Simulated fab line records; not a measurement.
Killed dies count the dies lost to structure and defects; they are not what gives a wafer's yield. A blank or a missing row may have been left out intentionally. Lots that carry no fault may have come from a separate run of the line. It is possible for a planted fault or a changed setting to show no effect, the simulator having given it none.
Chamber matching || flow n5Finfet || 4 sister chambers for N5_BEOL_M2_ETCH_70 on rieDiel-01
The step etches SOC in N2/H2, target depth 80 nm, overetch 24 nm, time 130 s. 4 wafers are shown with their chamber, then 12 later ones without.

== WAFERS PAIRED WITH THEIR CHAMBERS ==
{"wafer": "L083.4", "chamber": 0, "drypumpMotorCurrentA (A)": 6.1}
{"wafer": "L084.1", "chamber": 3, "drypumpMotorCurrentA (A)": 5.7}
{"wafer": "L084.4", "chamber": 1, "drypumpMotorCurrentA (A)": 5.7}
{"wafer": "L084.6", "chamber": 2, "drypumpMotorCurrentA (A)": 5.2}

== WAFERS WITH NO CHAMBER GIVEN ==
{"wafer": "L089.2", "drypumpMotorCurrentA (A)": 5.7}
{"wafer": "L089.4", "drypumpMotorCurrentA (A)": 6.0}
{"wafer": "L089.5", "drypumpMotorCurrentA (A)": 6.1}
{"wafer": "L094.2", "drypumpMotorCurrentA (A)": 5.7}
{"wafer": "L094.3", "drypumpMotorCurrentA (A)": 5.7}
{"wafer": "L094.5", "drypumpMotorCurrentA (A)": 5.7}
{"wafer": "L095.1", "drypumpMotorCurrentA (A)": 5.2}
{"wafer": "L095.4", "drypumpMotorCurrentA (A)": 6.0}
{"wafer": "L095.6", "drypumpMotorCurrentA (A)": 5.2}
{"wafer": "L096.1", "drypumpMotorCurrentA (A)": 6.1}
{"wafer": "L096.4", "drypumpMotorCurrentA (A)": 5.7}
{"wafer": "L096.6", "drypumpMotorCurrentA (A)": 5.7}

== EACH ONE'S CHAMBER ==
{"wafer": "L089.2", "from the rows above": "can't be placed: 1 or 3", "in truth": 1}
{"wafer": "L089.4", "from the rows above": 0, "in truth": 0}
{"wafer": "L089.5", "from the rows above": 0, "in truth": 0}
{"wafer": "L094.2", "from the rows above": "can't be placed: 1 or 3", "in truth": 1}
{"wafer": "L094.3", "from the rows above": "can't be placed: 1 or 3", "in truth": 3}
{"wafer": "L094.5", "from the rows above": "can't be placed: 1 or 3", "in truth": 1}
{"wafer": "L095.1", "from the rows above": 2, "in truth": 2}
{"wafer": "L095.4", "from the rows above": 0, "in truth": 0}
{"wafer": "L095.6", "from the rows above": 2, "in truth": 2}
{"wafer": "L096.1", "from the rows above": 0, "in truth": 0}
{"wafer": "L096.4", "from the rows above": "can't be placed: 1 or 3", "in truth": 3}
{"wafer": "L096.6", "from the rows above": "can't be placed: 1 or 3", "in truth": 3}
6 of 12 placed correctly. From these rows, 6 cannot be placed; in 6 the true chamber is one of the candidates. Number placed wrongly: 0.
How it was worked out, from the rows above alone: a wafer's distance from a chamber is the root of the sum, over the readings, of the square of ((its reading less the chamber's mean) divided by the reading's scatter). If the next closest chamber is less than 2 further off than the closest, the wafer can't be placed; otherwise it belongs to the closest. A chamber's mean is the mean of its shown wafers. The scatter: with one shown wafer a chamber, the root of the mean of the squares of how far each hidden wafer lies from its nearest shown one.
